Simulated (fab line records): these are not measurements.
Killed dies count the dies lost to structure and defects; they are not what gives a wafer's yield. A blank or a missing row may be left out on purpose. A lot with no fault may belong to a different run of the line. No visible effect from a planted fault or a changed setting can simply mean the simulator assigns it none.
Matching of chambers    flow n5Finfet    N5_SDB_ALD_29 on aldSin-04: 4 sister chambers
The step deposits SiNx, target thk 30 nm, pulse time 1 s, ald cycles 600. 4 wafers are shown with their chamber, then 9 later ones without.

## EACH WAFER AND ITS CHAMBER
wafer   chamber  heaterPowerW (W)
L082.6  1        806
L086.6  0        894
L088.5  2        759
L088.6  3        994

## WAFERS WHOSE CHAMBER IS MISSING
wafer   heaterPowerW (W)
L089.1  975
L089.2  881
L089.3  752
L090.3  808
L090.5  807
L090.6  764
L092.1  760
L092.2  979
L092.5  998

## EACH ONE'S CHAMBER
wafer   from the rows above  in truth
L089.1  3                    3
L089.2  0                    0
L089.3  2                    2
L090.3  1                    1
L090.5  1                    1
L090.6  2                    2
L092.1  2                    2
L092.2  3                    3
L092.5  3                    3
Correctly placed: 9 of 9. Not placeable from these rows: 0. Number placed wrongly: 0.
How it was worked out, from the rows above alone: a wafer's distance from a chamber is the root of the sum, over the readings, of the square of ((its reading less the chamber's mean) divided by the reading's scatter). The wafer belongs to the nearest chamber; if the next one is less than 2 further off, it can't be placed. The mean given for a chamber averages the wafers shown for that chamber. The scatter (one wafer shown for each chamber): square how far every hidden wafer sits from the nearest shown wafer, average those squares and take the square root.
